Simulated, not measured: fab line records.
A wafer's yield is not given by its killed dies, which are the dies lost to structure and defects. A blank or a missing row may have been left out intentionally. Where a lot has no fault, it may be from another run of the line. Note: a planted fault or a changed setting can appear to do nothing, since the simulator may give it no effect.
What tool caused it? -- flow n5-finfet -- 12 lots (36 wafers sampled), 1 step of a 1938-step route

== WHAT THE GAUGES READ, wafer by wafer ==
N5_BEOL_M1_INSPECT_13: inspects for defects (brightfield).
lot,measured,on,raw-defect-count
L075,day 6 06:55,defect-inspect-01,362 596 572
L077,day 7 00:23,defect-inspect-02,436 446 337
L079,day 7 13:02,defect-inspect-01,408 487 427
L081,day 7 22:13,defect-inspect-02,472 512 566
L083,day 8 11:23,defect-inspect-02,503 372 469
L086,day 9 04:18,defect-inspect-01,409 409 479
L087,day 9 09:55,defect-inspect-02,308 335 295
L089,day 9 21:50,defect-inspect-02,474 480 429
L091,day 10 09:34,defect-inspect-01,394 407 453
L093,day 10 21:40,defect-inspect-01,411 404 418
L095,day 11 07:07,defect-inspect-01,483 364 412
L097,day 11 17:09,defect-inspect-01,517 525 484

== WHAT TOOL EACH LOT RAN ON (gives the tool, then ch and the chambers of the sampled wafers, and finally the start) ==
The record shows no process step preceding these readings.

== THE ANSWER, worked out from the rows above alone ==
Rule: what is usual is taken from the lots themselves. Put in order of their means at a reading, lots are off if they are a third of the lots or fewer, leave a main group of 4 or more, and stand apart from it by a gap of 3 or more times the standard deviation of the main group's means; of several such gaps the widest counts. The tables above print the reading to a certain number of digits; a main group whose means all agree to those digits is not used. Also off: a lot with no number at a reading for which 4 or more lots have one. All remaining lots with rows at the step are treated as sound.
Nothing can be told from this: no lot is off at any reading shown.

== WHAT WAS PUT IN BY THE SIMULATOR ==
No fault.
